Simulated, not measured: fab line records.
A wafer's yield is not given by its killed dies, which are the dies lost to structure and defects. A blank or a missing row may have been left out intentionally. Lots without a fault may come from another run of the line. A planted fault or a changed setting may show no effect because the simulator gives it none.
Which of the tools did it? | flow n5Finfet | 24 lots, 72 wafers sampled, at 4 steps of a route of 1938

## WHAT THE GAUGES READ, wafer by wafer
N5_BEOL_M11_RS_MEAS_57: measures by four-point-probe.
lot  | measured     | on           | M11_RS (ohm/sq)
L075 | day 10 18:39 | filmMetro-02 | 0.146 0.146 0.152
L074 | day 11 00:02 | filmMetro-02 | 0.154 0.149 0.145
L076 | day 11 03:40 | filmMetro-01 | 0.157 0.147 0.154
L077 | day 11 10:25 | filmMetro-02 | 0.154 0.146 0.147
L078 | day 11 14:15 | filmMetro-02 | 0.148 0.156 0.152
L080 | day 11 15:37 | filmMetro-02 | 0.145 0.157 0.154
L079 | day 11 21:04 | filmMetro-02 | 0.154 0.148 0.148
L083 | day 12 12:18 | filmMetro-02 | 0.154 0.160 0.148
L081 | day 12 12:26 | filmMetro-02 | 0.151 0.148 0.149
L082 | day 12 19:28 | filmMetro-01 | 0.143 0.142 0.150
L085 | day 13 02:43 | filmMetro-02 | 0.156 0.151 0.144
L084 | day 13 18:52 | filmMetro-01 | 0.155 0.147 0.150
L086 | day 13 20:18 | filmMetro-02 | 0.157 0.154 0.143
L087 | day 13 21:43 | filmMetro-01 | 0.153 0.148 0.149
L088 | day 14 18:20 | filmMetro-02 | 0.150 0.145 0.148
L089 | day 14 19:29 | filmMetro-02 | 0.151 0.149 0.153
L090 | day 14 23:55 | filmMetro-01 | 0.149 0.159 0.148
L091 | day 15 01:12 | filmMetro-02 | 0.157 0.149 0.149
L093 | day 15 06:26 | filmMetro-01 | 0.148 0.152 0.154
L094 | day 15 12:55 | filmMetro-02 | 0.160 0.145 0.161
L092 | day 15 16:05 | filmMetro-01 | 0.154 0.153 0.149
L095 | day 15 20:59 | filmMetro-02 | 0.148 0.151 0.155
L096 | day 16 00:49 | filmMetro-02 | 0.147 0.155 0.145
L097 | day 16 05:29 | filmMetro-01 | 0.144 0.154 0.158

N5_BEOL_M12_CD_MEAS_17: target cd 140 nm.
lot  | measured     | on       | cdNm (nm)
L075 | day 10 19:47 | cdSem-03 | 148 142 140
L074 | day 11 01:17 | cdSem-03 | 131 141 138
L076 | day 11 04:52 | cdSem-01 | 146 142 141
L077 | day 11 11:29 | cdSem-03 | 147 140 139
L078 | day 11 15:44 | cdSem-01 | 145 144 143
L080 | day 11 16:41 | cdSem-03 | 137 139 143
L079 | day 11 22:16 | cdSem-02 | 140 139 135
L083 | day 12 13:32 | cdSem-02 | 140 143 140
L081 | day 12 13:41 | cdSem-03 | 141 136 144
L082 | day 12 20:40 | cdSem-02 | 140 139 137
L085 | day 13 03:59 | cdSem-01 | 143 140 143
L084 | day 13 20:23 | cdSem-03 | 140 138 141
L086 | day 13 21:31 | cdSem-02 | 141 142 146
L087 | day 13 23:23 | cdSem-01 | 139 142 143
L088 | day 14 19:29 | cdSem-03 | 140 146 145
L089 | day 14 20:36 | cdSem-01 | 141 146 143
L090 | day 15 01:08 | cdSem-03 | 137 138 140
L091 | day 15 02:31 | cdSem-02 | 140 140 144
L093 | day 15 07:38 | cdSem-03 | 138 139 143
L094 | day 15 14:47 | cdSem-02 | 141 141 134
L092 | day 15 17:10 | cdSem-01 | 143 142 146
L095 | day 15 22:13 | cdSem-02 | 145 139 134
L096 | day 16 02:10 | cdSem-03 | 142 142 138
L097 | day 16 06:54 | cdSem-02 | 144 141 139

## TOOL THAT RAN EACH LOT (tool first, then ch and the chambers of the sampled wafers, then the start)
lot  | N5_BEOL_M11_ALD_74                 | N5_BEOL_M11_SURFACE_TREAT_76
L075 | aldMetal-01 ch 0,1, day 10 17:07   | pvdSputter-01, day 10 17:25
L074 | aldMetal-03 ch 2,3, day 10 22:23   | pvdSputter-03, day 10 22:42
L076 | aldMetal-02 ch 2,3, day 11 01:57   | pvdSputter-02, day 11 02:14
L077 | aldMetal-03 ch 0,1, day 11 08:26   | pvdSputter-02, day 11 08:48
L078 | aldMetal-02 ch 0,1, day 11 12:25   | pvdSputter-01, day 11 12:59
L080 | aldMetal-02 ch 0,2,3, day 11 13:30 | pvdSputter-02, day 11 14:06
L079 | aldMetal-02 ch 0,1,3, day 11 18:36 | pvdSputter-01, day 11 18:58
L083 | aldMetal-03 ch 0,1,3, day 12 10:41 | pvdSputter-03, day 12 11:02
L081 | aldMetal-01 ch 0,1, day 12 11:00   | pvdSputter-02, day 12 11:18
L082 | aldMetal-02 ch 1,2,3, day 12 18:01 | pvdSputter-02, day 12 18:18
L085 | aldMetal-03 ch 0,3, day 13 01:14   | pvdSputter-01, day 13 01:31
L084 | aldMetal-02 ch 0,1,2, day 13 16:52 | pvdSputter-02, day 13 17:10
L086 | aldMetal-02 ch 1,2,3, day 13 17:38 | pvdSputter-01, day 13 18:05
L087 | aldMetal-03 ch 0,1,2, day 13 19:54 | pvdSputter-02, day 13 20:13
L088 | aldMetal-01 ch 0,1, day 14 16:16   | pvdSputter-01, day 14 16:54
L089 | aldMetal-02 ch 1,3, day 14 17:52   | pvdSputter-02, day 14 18:21
L090 | aldMetal-01 ch 2,3, day 14 20:37   | pvdSputter-01, day 14 20:55
L091 | aldMetal-03 ch 0,1, day 14 23:41   | pvdSputter-03, day 15 00:00
L093 | aldMetal-01 ch 1,2,3, day 15 03:00 | pvdSputter-02, day 15 03:23
L094 | aldMetal-01 ch 1,3, day 15 10:50   | pvdSputter-03, day 15 11:13
L092 | aldMetal-03 ch 1,2,3, day 15 13:59 | pvdSputter-02, day 15 14:26
L095 | aldMetal-01 ch 1,2,3, day 15 18:22 | pvdSputter-02, day 15 18:41
L096 | aldMetal-01 ch 1,2,3, day 15 22:57 | pvdSputter-03, day 15 23:16
L097 | aldMetal-02 ch 0,1,2, day 16 02:47 | pvdSputter-03, day 16 03:10
- N5_BEOL_M11_ALD_74: deposits TaN, target thk 2 nm, pulse time 2 s, purge time 3 s.
- N5_BEOL_M11_SURFACE_TREAT_76

## AS READ BY THE TOOLS THEMSELVES (means over the sampled wafers that have a number; for cases with no such wafer, the mark the record gives instead)
N5_BEOL_M11_ALD_74.
lot  | tool        | heaterPowerW (W) | precursorVesselPressureTorr (Torr)
L075 | aldMetal-01 | 455              | 26.21
L074 | aldMetal-03 | 432              | 26.30
L076 | aldMetal-02 | 414              | 26.22
L077 | aldMetal-03 | 397              | 26.22
L078 | aldMetal-02 | 363              | 26.22
L080 | aldMetal-02 | 403              | 26.23
L079 | aldMetal-02 | 376              | 26.28
L083 | aldMetal-03 | 424              | 26.24
L081 | aldMetal-01 | 454              | 26.26
L082 | aldMetal-02 | 394              | 26.26
L085 | aldMetal-03 | 450              | 26.22
L084 | aldMetal-02 | 395              | 26.25
L086 | aldMetal-02 | 397              | 26.18
L087 | aldMetal-03 | 394              | 26.21
L088 | aldMetal-01 | 454              | 26.25
L089 | aldMetal-02 | 377              | 26.22
L090 | aldMetal-01 | 422              | 26.26
L091 | aldMetal-03 | 413              | 26.23
L093 | aldMetal-01 | 440              | 26.25
L094 | aldMetal-01 | 425              | 26.30
L092 | aldMetal-03 | 405              | 26.20
L095 | aldMetal-01 | 432              | 26.23
L096 | aldMetal-01 | 425              | 26.21
L097 | aldMetal-02 | 363              | 26.26

## THE ANSWER, worked out from the rows above alone
Rule: usual is defined by the lots themselves. Put in order of their means at a reading, lots are off if they are a third of the lots or fewer, leave a main group of 4 or more, and stand apart from it by a gap of 3 or more times the standard deviation of the main group's means; of several such gaps the widest counts. A main group is skipped when, at the precision printed for the reading in the tables above, its means are all equal. A lot without any number at a reading at which 4 lots or more have one is off too. All remaining lots with rows at the step are treated as sound. Order of review: gauges by route order, followed by the tools' own readings, for which a lot's mean as printed above is used. At the first step where some lot is off, the reading lying furthest off is the one used; lots without a number count as furthest.
No lot is off at any reading shown: from this, nothing can be told.

## WHAT HAD BEEN PUT IN BY THE SIMULATOR
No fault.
